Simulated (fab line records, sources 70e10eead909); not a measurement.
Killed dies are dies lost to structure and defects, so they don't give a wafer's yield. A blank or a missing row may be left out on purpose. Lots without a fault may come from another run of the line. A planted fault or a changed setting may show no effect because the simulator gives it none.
fab line records | flow nand_harc
record lots=24 wafers=72 last_day=33
route steps=1302 shown P_CONTACT@248 P_M0@275 P_M1@307 P_M2@328 P_BONDPAD@353
lots that met no fault: from a run of the same line without faults
start_h: hours from the record's first day to the start of the lot's first wafer shown | wait_h: hours since the lot's step before | " the same as in the row above | L1.1+2: a row that stands for several wafers | - no value, or no start given | * or withheld: withheld | < > ~ a bound
route shown NAME@n: a module of which the file shows steps, and the number in the route of the first | usual: mean/standard deviation of fault-free wafers | same: alike in all rows | chamber/n: place in a boat | sites: the reading at each site | _std_site: their standard deviation | _edge_site: outer sites' mean less inner sites' | radius_mm: how far each site lies from the wafer's centre | mask NAME#n: copy n | behind: the tool/chamber that last shaped the wafer | hold: why the lot was held/for how many hours/how that ended | device: the transistor (n, p or np) that didn't switch | end of line: the same wafers' tests at the end of the route | a step without rows: its recipe alone | killed: dies lost to structure and defects at the first sort, not the wafer's yield | map: a wafer's dies, x killed, . not, _ none there
set.NAME: the setting as run; set.NAME@STEP: as run at that earlier step | model.NAME: the simulator's own value behind a step, which no gauge read
steps of the route over a sample of lots; a table a step, a row a wafer
services: from which hour (start_h, from the record's first day; less than 0 if before it) a tool's chamber was out of use, for how many hours, and why
## steps
# step NHARC_P_CONTACT_CVD_23
# recipe target_thk_a=2000 temp_c=300 pressure_torr=40 wf6_flow_sccm=40 h2_flow_sccm=1600 ar_flow_sccm=1560 time_s=557 material=W
# usual heater_power_w=494/25 throttle_valve_pct=8.2/0.37
# columns lot.wafer tool chamber start_h wait_h heater_power_w since_wet_clean_h throttle_valve_pct
L074.1 cvd_w-02 0 - - 501 17 8.4
L074.6 " 1 " " 462 - 7.7
L074.5 " 0 " " 494 - 8.7
L075.2 cvd_w-01 1 - - 480 111 8.5
L075.3 " 1 " " 474 - 8.5
L075.5 " 0 " " 521 - 8.0
L076.2 cvd_w-02 1 - - 460 43 7.9
L076.4 " 0 " " 502 - 8.8
L076.6 " 1 " " 464 - 7.7
L077.1 cvd_w-01 1 - - 470 129 8.6
L077.3 " 0 " " 516 - 8.2
L077.4 " 1 " " 478 - 8.6
L078.2 cvd_w-01 1 - - 485 146 8.7
L078.1 " 0 " " 517 147 8.0
L078.5 " 0 " " 520 - 8.2
L079.2 cvd_w-01 1 - - 481 154 8.5
L079.1 " 0 " " 525 155 8.1
L079.5 " 0 " " 522 - 8.3
L081.2 cvd_w-02 1 - - 463 86 7.7
L081.4 " 0 " " 505 - 8.7
L081.6 " 1 " " 468 - 8.0
L080.2 cvd_w-02 1 - - 454 90 7.8
L080.3 " 0 " " 503 - 8.8
L080.5 " 0 " " 493 - 8.8
L082.2 cvd_w-02 0 - - 513 96 8.6
L082.1 " 1 " " 476 96 7.7
L082.5 " 0 " " 520 - 8.5
L083.2 cvd_w-02 1 - - 458 111 7.8
L083.4 " 0 " " 492 - 8.7
L083.6 " 0 " " 502 - 8.4
L084.3 cvd_w-02 1 - - 474 - 7.9
L084.4 " 0 " " 498 - 8.8
L084.5 " 0 " " 511 - 8.8
L085.2 cvd_w-02 0 - - 512 126 8.7
L085.4 " 0 " " 499 - 8.8
L085.6 " 0 " " 504 - 8.6
L086.3 cvd_w-01 0 - - 529 - 8.1
L086.5 " 0 " " 515 - 7.9
L086.6 " 1 " " 493 - 8.2
L088.1 cvd_w-02 0 - - 507 162 8.9
L088.5 " 1 " " 463 - 7.7
L088.6 " 0 " " 501 - 8.6
L087.2 cvd_w-01 1 - - 510 66 8.4
L087.3 " 1 " " 494 - 8.0
L087.4 " 0 " " 511 - 7.8
L089.3 cvd_w-01 0 - - 529 - 8.0
L089.4 " 1 " " 505 - 8.3
L089.5 " 0 " " 524 - 7.7
L090.2 cvd_w-01 1 - - 491 84 8.4
L090.4 " 0 " " 518 - 8.1
L090.3 " 1 " " 496 - 8.3
L091.2 cvd_w-02 1 - - 456 15 7.7
L091.4 " 1 " " 458 - 7.9
L091.6 " 0 " " 527 - 8.5
L092.1 cvd_w-01 1 - - 508 100 8.5
L092.3 " 0 " " 512 - 7.9
L092.6 " 0 " " 514 - 7.9
L093.2 cvd_w-01 1 - - 492 112 8.4
L093.1 " 0 " " 522 112 7.9
L093.4 " 0 " " 525 - 8.1
L094.2 cvd_w-01 0 - - 518 123 8.0
L094.1 " 1 " " 500 123 8.5
L094.6 " 1 " " 491 - 8.7
L095.4 cvd_w-02 0 - - 514 - 8.7
L095.3 " 1 " " 460 - 7.8
L095.6 " 0 " " 515 - 8.7
L096.3 cvd_w-02 0 - - 525 - 8.7
L096.4 " 1 " " 463 - 8.0
L096.5 " 1 " " 466 - 7.6
L097.3 cvd_w-02 0 - - 517 - 8.6
L097.4 " 1 " " 460 - 8.2
L097.5 " 1 " " 455 - 7.9
# step NHARC_P_M0_PVD_21
# recipe target_thk_a=300 chamber_pressure_pa=5 power_w=5000 substrate_temp_c=30 time_s=20.49 material=Cu
# usual throttle_valve_pct=29.6/0.55
# columns lot.wafer tool chamber start_h wait_h throttle_valve_pct
L074.1 pvd_sputter-02 - - - 29.6
L074.5 " - " " 30.1
L074.6 " - " " 29.3
L075.2 pvd_sputter-03 - - - 30.5
L075.3 " - " " 29.3
L075.5 " - " " 29.1
L076.2 pvd_sputter-02 - - - 28.6
L076.4 " - " " 30.0
L076.6 " - " " 28.6
L077.4 pvd_sputter-03 - - - 30.3
L077.3 " - " " 29.1
L077.1 " - " " 29.2
L078.1 pvd_sputter-02 - - - 29.6
L078.2 " - " " 29.7
L078.5 " - " " 29.5
L079.1 pvd_sputter-02 - - - 29.6
L079.2 " - " " 28.4
L079.5 " - " " 30.0
L081.2 pvd_sputter-02 - - - 29.7
L081.4 " - " " 28.6
L081.6 " - " " 29.5
L080.3 pvd_sputter-03 - - - 30.3
L080.2 " - " " 29.6
L080.5 " - " " 30.5
L082.2 pvd_sputter-02 - - - 28.5
L082.1 " - " " 29.8
L082.5 " - " " 28.4
L083.4 pvd_sputter-02 - - - 30.3
L083.2 " - " " 29.9
L083.6 " - " " 29.8
L084.3 pvd_sputter-01 - - - 28.8
L084.4 " - " " 29.1
L084.5 " - " " 30.5
L085.4 pvd_sputter-02 - - - 29.7
L085.2 " - " " 30.0
L085.6 " - " " 29.7
L086.3 pvd_sputter-01 - - - 30.1
L086.5 " - " " 30.3
L086.6 " - " " 29.0
L088.1 pvd_sputter-03 - - - 29.8
L088.5 " - " " 29.9
L088.6 " - " " 29.3
L087.2 pvd_sputter-02 - - - 29.6
L087.4 " - " " 28.8
L087.3 " - " " 29.9
L089.4 pvd_sputter-03 - - - 29.6
L089.3 " - " " 29.3
L089.5 " - " " 30.4
L090.4 pvd_sputter-03 - - - 28.8
L090.2 " - " " 29.9
L090.3 " - " " 29.4
L091.4 pvd_sputter-02 - - - 29.9
L091.2 " - " " 29.5
L091.6 " - " " 29.5
L092.1 pvd_sputter-03 - - - 29.0
L092.3 " - " " 30.5
L092.6 " - " " 30.3
L093.1 pvd_sputter-01 - - - 29.3
L093.2 " - " " 30.2
L093.4 " - " " 28.7
L094.2 pvd_sputter-02 - - - 29.8
L094.1 " - " " 29.6
L094.6 " - " " 30.0
L095.3 pvd_sputter-01 - - - 30.2
L095.4 " - " " 28.9
L095.6 " - " " 28.9
L096.4 pvd_sputter-01 - - - 29.6
L096.3 " - " " 30.1
L096.5 " - " " 29.7
L097.3 pvd_sputter-02 - - - 30.1
L097.4 " - " " 30.2
L097.5 " - " " 29.6
# step NHARC_P_M1_PVD_20
# recipe target_thk_a=50 bias_v=168.6 power_w=15000 chamber_pressure_pa=0.12 time_s=8.06 substrate_temp_c=50 material=TaN
# usual bias_v=168.6/1.7 throttle_valve_pct=29.6/0.53
# columns lot.wafer tool chamber start_h wait_h bias_v throttle_valve_pct
L074.1 pvd_sputter-03 - - - 169.6 30.3
L074.6 " - " " 170.9 30.5
L074.5 " - " " 166.1 29.4
L075.2 pvd_sputter-01 - - - 168.2 29.7
L075.3 " - " " 168.2 29.0
L075.5 " - " " 168.3 30.2
L076.2 pvd_sputter-03 - - - 170.8 30.5
L076.4 " - " " 170.9 30.1
L076.6 " - " " 169.4 29.3
L077.4 pvd_sputter-03 - - - 168.1 30.2
L077.1 " - " " 167.3 29.5
L077.3 " - " " 170.4 30.4
L078.2 pvd_sputter-02 - - - 167.9 29.9
L078.1 " - " " 169.3 28.7
L078.5 " - " " 169.8 30.0
L079.1 pvd_sputter-02 - - - 169.4 28.5
L079.2 " - " " 167.3 29.9
L079.5 " - " " 166.1 29.8
L081.2 pvd_sputter-02 - - - 167.7 29.8
L081.4 " - " " 167.8 30.0
L081.6 " - " " 167.7 29.7
L080.2 pvd_sputter-01 - - - 169.5 29.3
L080.3 " - " " 167.9 30.2
L080.5 " - " " 165.6 29.6
L082.1 pvd_sputter-02 - - - 169.2 29.8
L082.2 " - " " 169.6 28.7
L082.5 " - " " 168.6 29.8
L083.2 pvd_sputter-02 - - - 169.9 29.9
L083.4 " - " " 169.3 29.9
L083.6 " - " " 170.4 29.8
L084.4 pvd_sputter-01 - - - 168.1 29.7
L084.3 " - " " 167.9 30.4
L084.5 " - " " 166.5 30.7
L085.2 pvd_sputter-03 - - - 168.9 29.2
L085.4 " - " " 170.9 30.4
L085.6 " - " " 169.7 29.2
L086.3 pvd_sputter-02 - - - 170.2 29.6
L086.6 " - " " 170.3 29.4
L086.5 " - " " 169.0 28.7
L088.1 pvd_sputter-01 - - - 169.5 28.8
L088.6 " - " " 169.2 29.6
L088.5 " - " " 170.5 30.3
L087.3 pvd_sputter-03 - - - 169.6 29.3
L087.2 " - " " 172.1 30.2
L087.4 " - " " 166.4 28.9
L089.4 pvd_sputter-03 - - - 164.7 30.6
L089.3 " - " " 168.3 29.2
L089.5 " - " " 168.0 28.9
L090.4 pvd_sputter-03 - - - 168.0 29.1
L090.3 " - " " 167.8 29.5
L090.2 " - " " 172.1 29.2
L091.2 pvd_sputter-02 - - - 169.4 29.8
L091.4 " - " " 168.0 29.9
L091.6 " - " " 167.8 29.4
L092.1 pvd_sputter-03 - - - 169.6 29.3
L092.3 " - " " 172.4 29.9
L092.6 " - " " 168.8 30.4
L093.2 pvd_sputter-02 - - - 168.6 29.7
L093.1 " - " " 166.8 29.7
L093.4 " - " " 168.9 29.8
L094.2 pvd_sputter-03 - 328.65 0.1 168.9 29.4
L094.1 " - " " 166.7 29.2
L094.6 " - " " 167.5 29.2
L095.3 pvd_sputter-01 - - - 164.6 28.9
L095.4 " - " " 166.2 29.5
L095.6 " - " " 167.3 29.5
L096.4 pvd_sputter-02 - - - 167.6 30.0
L096.3 " - " " 168.7 29.7
L096.5 " - " " 170.9 29.4
L097.3 pvd_sputter-01 - - - 168.4 29.7
L097.4 " - " " 169.9 30.3
L097.5 " - " " 169.3 29.4
# step NHARC_P_M2_CD_MEAS_09
# recipe target_cd_nm=170 landing_energy_ev=500
# usual cd_nm=170.1/0.6
# columns lot.wafer tool chamber start_h wait_h cd_nm
L074.1 cd_sem-02 0 130.59 - 169.9
L074.5 " 0 " " 170.6
L074.6 " 0 " " 170.4
L075.2 cd_sem-01 0 138.03 - 170.6
L075.3 " 0 " " 170.1
L075.5 " 0 " " 170.5
L076.2 cd_sem-03 0 153.46 - 170.7
L076.4 " 0 " " 170.2
L076.6 " 0 " " 170.7
L077.1 cd_sem-01 0 155.64 - 169.8
L077.3 " 0 " " 170.7
L077.4 " 0 " " 170.8
L078.1 cd_sem-01 0 173.60 - 169.9
L078.2 " 0 " " 169.7
L078.5 " 0 " " 170.1
L079.1 cd_sem-03 0 181.70 - 170.4
L079.2 " 0 " " 170.6
L079.5 " 0 " " 170.0
L081.2 cd_sem-01 0 197.83 - 169.2
L081.4 " 0 " " 170.1
L081.6 " 0 " " 169.6
L080.2 cd_sem-03 0 201.32 - 170.0
L080.3 " 0 " " 169.4
L080.5 " 0 " " 170.1
L082.1 cd_sem-01 0 207.06 - 170.4
L082.2 " 0 " " 170.0
L082.5 " 0 " " 169.9
L083.2 cd_sem-03 0 222.11 - 169.0
L083.4 " 0 " " 169.6
L083.6 " 0 " " 170.2
L084.3 cd_sem-02 0 226.62 - 171.1
L084.4 " 0 " " 169.8
L084.5 " 0 " " 170.9
L085.2 cd_sem-03 0 238.36 - 170.5
L085.4 " 0 " " 170.8
L085.6 " 0 " " 169.9
L086.3 cd_sem-03 0 247.57 - 170.0
L086.5 " 0 " " 169.9
L086.6 " 0 " " 170.3
L088.1 cd_sem-03 0 273.65 - 170.5
L088.5 " 0 " " 170.9
L088.6 " 0 " " 169.0
L087.2 cd_sem-01 0 274.08 - 170.4
L087.3 " 0 " " 169.8
L087.4 " 0 " " 169.7
L089.3 cd_sem-01 0 281.34 - 170.3
L089.4 " 0 " " 170.3
L089.5 " 0 " " 170.4
L090.2 cd_sem-03 0 292.41 - 170.8
L090.3 " 0 " " 171.0
L090.4 " 0 " " 171.3
L091.2 cd_sem-01 0 307.51 - 170.2
L091.4 " 0 " " 171.1
L091.6 " 0 " " 170.0
L092.1 cd_sem-03 0 308.14 - 169.4
L092.3 " 0 " " 169.8
L092.6 " 0 " " 169.3
L093.1 cd_sem-01 0 319.73 - 170.0
L093.2 " 0 " " 169.5
L093.4 " 0 " " 170.2
L094.1 cd_sem-03 0 331.65 - 169.7
L094.2 " 0 " " 170.2
L094.6 " 0 " " 170.3
L095.3 cd_sem-02 0 336.80 - 168.6
L095.4 " 0 " " 169.8
L095.6 " 0 " " 169.0
L096.3 cd_sem-01 0 356.11 - 170.6
L096.4 " 0 " " 171.0
L096.5 " 0 " " 171.0
L097.3 cd_sem-01 0 362.72 - 170.6
L097.4 " 0 " " 170.2
L097.5 " 0 " " 170.6
# step NHARC_P_M2_PVD_20
# recipe target_thk_a=50 bias_v=168.6 power_w=15000 chamber_pressure_pa=0.12 time_s=8.06 substrate_temp_c=50 material=TaN
# usual bias_v=168.5/1.7 throttle_valve_pct=29.6/0.53
# columns lot.wafer tool chamber start_h wait_h bias_v throttle_valve_pct
L074.1 pvd_sputter-02 - - - 167.5 29.7
L074.5 " - " " 164.1 29.6
L074.6 " - " " 166.7 28.5
L075.2 pvd_sputter-03 - - - 169.4 30.4
L075.3 " - " " 167.8 29.5
L075.5 " - " " 170.3 30.4
L076.2 pvd_sputter-01 - - - 169.6 29.3
L076.4 " - " " 166.9 29.8
L076.6 " - " " 165.8 29.6
L077.4 pvd_sputter-01 - - - 167.2 29.8
L077.3 " - " " 169.0 28.8
L077.1 " - " " 168.7 29.1
L078.1 pvd_sputter-01 - - - 168.8 30.5
L078.2 " - " " 168.7 29.1
L078.5 " - " " 167.4 29.8
L079.2 pvd_sputter-01 - 183.06 - 169.0 30.6
L079.1 " - " " 166.0 29.3
L079.5 " - " " 168.1 28.9
L081.2 pvd_sputter-03 - - - 169.7 29.3
L081.4 " - " " 170.5 30.3
L081.6 " - " " 170.3 29.3
L080.2 pvd_sputter-01 - - - 168.0 29.7
L080.3 " - " " 168.6 29.2
L080.5 " - " " 167.3 29.0
L082.1 pvd_sputter-02 - - - 167.9 29.6
L082.2 " - " " 167.8 28.8
L082.5 " - " " 166.4 29.9
L083.4 pvd_sputter-02 - - - 168.3 28.5
L083.2 " - " " 168.5 30.1
L083.6 " - " " 168.3 28.4
L084.4 pvd_sputter-02 - - - 168.4 30.1
L084.3 " - " " 169.9 29.8
L084.5 " - " " 170.1 29.6
L085.2 pvd_sputter-02 - - - 168.9 30.0
L085.4 " - " " 169.6 29.6
L085.6 " - " " 168.3 29.7
L086.3 pvd_sputter-02 - - - 170.8 30.1
L086.6 " - " " 171.9 29.9
L086.5 " - " " 170.3 29.6
L088.1 pvd_sputter-03 - - - 170.5 29.9
L088.6 " - " " 167.9 30.7
L088.5 " - " " 167.4 28.8
L087.2 pvd_sputter-01 - - - 170.0 30.1
L087.3 " - " " 168.1 28.8
L087.4 " - " " 167.5 29.2
L089.4 pvd_sputter-03 - - - 168.7 29.2
L089.3 " - " " 168.4 29.3
L089.5 " - " " 167.0 28.9
L090.3 pvd_sputter-02 - - - 172.7 29.7
L090.4 " - " " 168.2 30.2
L090.2 " - " " 167.8 29.6
L091.2 pvd_sputter-01 - - - 169.0 28.8
L091.4 " - " " 167.8 29.3
L091.6 " - " " 166.8 30.2
L092.1 pvd_sputter-02 - - - 164.8 29.5
L092.3 " - " " 170.4 29.8
L092.6 " - " " 171.0 30.0
L093.2 pvd_sputter-01 - - - 167.0 29.0
L093.4 " - " " 166.8 29.2
L093.1 " - " " 166.1 29.6
L094.1 pvd_sputter-03 - - - 168.7 29.5
L094.2 " - " " 170.9 30.4
L094.6 " - " " 169.4 29.4
L095.3 pvd_sputter-02 - - - 167.7 29.3
L095.4 " - " " 171.6 29.8
L095.6 " - " " 166.6 29.9
L096.4 pvd_sputter-02 - - - 172.2 29.9
L096.3 " - " " 167.4 29.8
L096.5 " - " " 168.3 29.5
L097.4 pvd_sputter-01 - - - 169.6 30.0
L097.3 " - " " 168.3 28.8
L097.5 " - " " 169.2 28.9
# step NHARC_P_BONDPAD_THK_MEAS_33
# recipe thk_meas_gauge=ellipsometry
# usual thk_nm=199.7/1.6
# columns lot.wafer tool chamber start_h wait_h thk_nm
L074.1 film_metro-02 - 134.72 0.2 198.3
L074.5 " - " " 199.4
L074.6 " - " " 199.3
L075.2 film_metro-01 - 142.33 0.2 200.7
L075.3 " - " " 202.5
L075.5 " - " " 201.0
L076.2 film_metro-01 - 157.49 0.2 200.8
L076.4 " - " " 202.1
L076.6 " - " " 203.1
L077.1 film_metro-02 - 159.64 0.1 200.4
L077.3 " - " " 201.0
L077.4 " - " " 199.5
L078.1 film_metro-02 - 177.57 0.2 199.6
L078.2 " - " " 198.6
L078.5 " - " " 197.7
L079.1 film_metro-01 - 185.74 0.2 199.2
L079.2 " - " " 200.3
L079.5 " - " " 199.4
L081.2 film_metro-01 - 201.83 0.2 198.6
L081.4 " - " " 198.3
L081.6 " - " " 201.2
L080.2 film_metro-02 - 205.53 0.2 198.3
L080.3 " - " " 200.7
L080.5 " - " " 200.0
L082.1 film_metro-02 - 211.05 0.2 201.2
L082.2 " - " " 200.8
L082.5 " - " " 198.4
L083.2 film_metro-02 - 226.10 0.2 201.8
L083.4 " - " " 201.1
L083.6 " - " " 198.7
L084.3 film_metro-01 - 230.59 0.2 198.5
L084.4 " - " " 198.6
L084.5 " - " " 196.1
L085.2 film_metro-01 - 242.33 0.2 197.7
L085.4 " - " " 198.1
L085.6 " - " " 198.9
L086.3 film_metro-01 - 251.69 0.2 199.0
L086.5 " - " " 199.4
L086.6 " - " " 197.2
L088.1 film_metro-02 - 277.77 0.2 200.3
L088.5 " - " " 197.4
L088.6 " - " " 197.1
L087.2 film_metro-02 - 278.08 0.2 199.1
L087.3 " - " " 201.9
L087.4 " - " " 200.2
L089.3 film_metro-02 - 285.63 0.2 200.9
L089.4 " - " " 199.0
L089.5 " - " " 197.9
L090.2 film_metro-02 - 296.40 0.2 201.7
L090.3 " - " " 201.2
L090.4 " - " " 199.4
L091.2 film_metro-01 - 311.54 0.2 202.5
L091.4 " - " " 201.4
L091.6 " - " " 201.4
L092.1 film_metro-01 - 312.18 0.1 199.9
L092.3 " - " " 199.4
L092.6 " - " " 201.3
L093.1 film_metro-01 - 323.79 0.2 200.2
L093.2 " - " " 200.4
L093.4 " - " " 198.7
L094.1 film_metro-02 - 335.63 0.1 198.7
L094.2 " - " " 199.3
L094.6 " - " " 199.4
L095.3 film_metro-02 - 340.78 0.2 198.4
L095.4 " - " " 199.3
L095.6 " - " " 200.3
L096.3 film_metro-02 - 360.18 0.2 201.1
L096.4 " - " " 197.8
L096.5 " - " " 200.3
L097.3 film_metro-02 - 366.70 0.2 203.1
L097.4 " - " " 202.3
L097.5 " - " " 198.8
## services
# columns tool chamber start_h hours kind
cvd_w-02 0 101.18 - clean
cvd_w-02 1 101.18 - clean
pvd_sputter-02 - 104.00 10.0 pm
pvd_sputter-01 - 114.29 1.3 repair
pvd_sputter-03 - 170.00 10.0 pm
cvd_w-01 - 185.00 13.0 pm
cvd_w-01 0 185.00 13.0 vent_cycle
cvd_w-01 1 185.00 13.0 vent_cycle
cvd_w-01 0 198.00 - clean
cvd_w-01 1 198.00 - clean
pvd_sputter-03 - 218.43 7.8 repair
pvd_sputter-01 - 226.36 10.0 pm
cvd_w-02 - 269.18 13.0 pm
cvd_w-02 0 269.18 13.0 vent_cycle
cvd_w-02 1 269.18 13.0 vent_cycle
pvd_sputter-02 - 282.00 10.0 pm
cvd_w-02 0 282.18 - clean
cvd_w-02 1 282.18 - clean
pvd_sputter-03 - 288.41 0.7 repair
pvd_sputter-03 - 290.30 1.0 repair
pvd_sputter-03 - 311.67 5.5 repair
pvd_sputter-03 - 348.00 10.0 pm
pvd_sputter-01 - 357.29 2.0 repair
## key
fault none
